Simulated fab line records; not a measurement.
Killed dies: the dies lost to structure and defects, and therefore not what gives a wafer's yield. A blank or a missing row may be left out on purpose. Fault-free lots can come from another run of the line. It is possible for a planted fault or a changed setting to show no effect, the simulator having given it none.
Comparing a struck lot with a sound one || flow nandHarc || 15 out of 1159 route steps
Sound: the wafers L276.2, L276.3, L276.4. Wafers struck: L287.1, L287.2, L287.6. The cause is named last.
For every step that has rows: the tool of each side, followed by ch and its chambers, followed by its first start. Under that, the readings that differ: sound wafers || struck wafers || difference of the means || sigmas: that difference in standard deviations of wafers without a fault.
alike: same words and numbers on both sides, and readings whose means sit less than 2 such deviations apart. not compared: any withheld reading, any reading some wafer has no value for, any bound like >300 that may hide the same value, and any number with overlapping values for which the record gives no deviation.
A row with sigmas, a row that says differs or no value, or rows on one side alone: a step with any of these is where the two part. Non-overlapping numbers with no deviation appear without sigmas and do not part them. A reading missing from all wafers of one side parts the sides only when that side holds two or more wafers.

first, 7 steps without rows for these wafers: NHARC_P_M2_COAT_34 (time 65 s); NHARC_P_M2_COAT_03 (resist thk 90 nm); NHARC_P_M2_SOFTBAKE_04 (time 55 s); NHARC_P_M2_EBR_05; NHARC_P_M2_EXPOSE_06 (exposes mask P M2, target cd 170 nm); NHARC_P_M2_PEB_07 (peb time 65 s); NHARC_P_M2_DEVELOP_08 (develop time 35 s).
NHARC_P_M2_CD_MEAS_09: the cd target is 170 nm.
  sound on cdSem-01 ch 0, day 6 22:49; struck on cdSem-01 ch 0, day 9 20:50
  alike: cdNm
NHARC_P_M2_OVL_MEAS_10: pitch 340 nm.
  struck on overlay-01, day 9 20:56; sound on overlay-02, day 6 22:54
  alike: overlayXNm, overlayYNm
NHARC_P_M2_INSPECT_11:
  struck on defectInspect-01, day 9 20:58; sound on defectInspect-02, day 6 22:56
  alike: rawDefectCount
NHARC_P_M2_DESCUM_14: chemistry O2, time 3 s.
  sound on rieDiel-02 ch 1,2,3, day 6 23:00; struck on rieDiel-06 ch 0,1,2, day 9 21:05
{"reading": "drypumpMotorCurrentA (A)", "sound": "6.1 6.5 5.9", "struck": "5.0 5.3 5.4", "difference": -0.9, "sigmas": -2}
  alike: chamberPressureMTorr, oesProductAu, rfVppV, showerheadPlenumPTorr, throttleValvePct
  not compared: rfHoursCounterH
NHARC_P_M2_ETCH_35: etches the open film in N2/H2, target depth 40 nm, overetch 12 nm, time 43.94 s.
  sound on rieDiel-02 ch 0,2,3, day 6 23:05; struck on rieDiel-06 ch 0,1,2, day 9 21:09
{"reading": "drypumpMotorCurrentA (A)", "sound": "6.5 6.0 6.1", "struck": "5.3 5.4 5.0", "difference": -1.0, "sigmas": -2}
  alike: biasW, chamberPressureMTorr, n2FlowSccm, oesProductAu, rfVppV, showerheadPlenumPTorr, throttleValvePct
  not compared: rfHoursCounterH
NHARC_P_M2_ETCH_15: etches the open film in C4F8/Ar, target depth 182.5 nm, time 91.2 s.
  sound on rieDiel-02 ch 0,1,2, day 6 23:11; struck on rieDiel-06 ch 0,1,2, day 9 21:23
  no value came back on the struck wafers for any of 5 readings (biasW (W), chamberPressureMTorr (mTorr) and others); on the sound wafers biasW (W) reads 299.9 299.7 300.0
NHARC_P_M2_CD_MEAS_16:
  struck on cdSem-01, day 9 21:31; sound on cdSem-01, day 6 23:19
  alike: cdNm
-- record jumps: 14 days between struck wafers' starts before vs after; left off in module P_M2, resumes in module END, first step shown is number 1159 of the route --
NHARC_END_SORT_01:
  sound on prober-02 ch 0, day 19 14:23; struck on prober-01 ch 0, day 23 13:38
{"reading": "defectLimitedYield (%)", "sound": "96.8 97.9 98.5", "struck": "0 0 0", "difference": -98, "sigmas": -57}
{"reading": "killedAtPeriphery", "sound": "2 1 1", "struck": "646 636 647", "difference": "+642", "sigmas": "+99 or more"}
{"reading": "killedDies", "sound": "22 14 10", "struck": "677 677 677", "difference": "+662", "sigmas": "+55"}
{"reading": "sort_bin_2_pct (%)", "sound": "1.0 0.9 0.6", "struck": "96.9 95.6 96.3", "difference": "+95.4", "sigmas": "+99 or more"}
{"reading": "sortNPass", "sound": "655 663 667", "struck": "0 0 0", "difference": -662, "sigmas": -55}
{"reading": "sortRimYieldPct (%)", "sound": "96.2 99.1 99.1", "struck": "0 0 0", "difference": -98, "sigmas": -65}
{"reading": "sortYieldPct (%)", "sound": "96.8 97.9 98.5", "struck": "0 0 0", "difference": -98, "sigmas": -57}
  alike: killedAtArray, killedAtOther, killedOpen, killedShort, sort_bin_3_pct, sort_bin_4_pct

## WHERE THEY PART
Last at NHARC_END_SORT_01 as far as this record goes, first at NHARC_P_M2_DESCUM_14.

WHY: what the simulator had put in
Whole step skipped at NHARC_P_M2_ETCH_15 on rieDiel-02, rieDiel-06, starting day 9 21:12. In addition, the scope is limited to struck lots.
